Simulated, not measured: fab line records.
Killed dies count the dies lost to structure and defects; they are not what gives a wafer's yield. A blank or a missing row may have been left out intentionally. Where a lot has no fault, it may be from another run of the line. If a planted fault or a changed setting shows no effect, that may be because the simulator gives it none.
The tool behind it: which one?	flow n5Finfet	at 1 step of a route of 1938, 11 lots with 33 wafers sampled

## WHAT THE GAUGES READ, wafer by wafer
N5_GATE_CUT_OVL_MEAS_14.
lot	measured	on	GATE_CUT_OVL (nm)
L075	day 4 21:03	overlay-01	0.8 1.4 0.7
L077	day 5 11:38	overlay-02	1.4 -0.3 0.8
L079	day 5 19:07	overlay-02	0.6 0.3 0.5
L081	day 6 10:10	overlay-02	-0.2 1.0 -0.3
L084	day 7 01:51	overlay-02	0.1 -0.5 0.6
L086	day 7 12:38	overlay-02	-0.8 1.1 0.8
L088	day 8 01:38	overlay-01	0.3 0.7 1.6
L090	day 8 11:44	overlay-02	-0.2 0.2 0.7
L093	day 9 05:14	overlay-01	0.9 0.4 1.2
L095	day 9 16:34	overlay-02	-0.9 0.2 -0.4
L097	day 10 03:48	overlay-01	0.1 0.2 0.5

## WHAT TOOL EACH LOT RAN ON (gives the tool, then ch and the chambers of the sampled wafers, and finally the start)
The record holds no process step before these readings.

## THE ANSWER, worked out from the rows above alone
Rule: usual is defined by the lots themselves. The widest of any qualifying gaps counts: lots, ordered by their means at a reading, are off when they make up no more than a third of the lots, leave a main group of 4 or more, and stand apart from it by 3 or more times the standard deviation of that group's means. Not used: any main group whose means are identical at the precision the tables above print for the reading. A lot without any number at a reading at which 4 lots or more have one is off too. Where the step has rows for the other lots, those lots are counted as sound.
No lot is off on any of the readings shown, so nothing can be concluded from this.

## WHAT THE SIMULATOR HAD PUT IN
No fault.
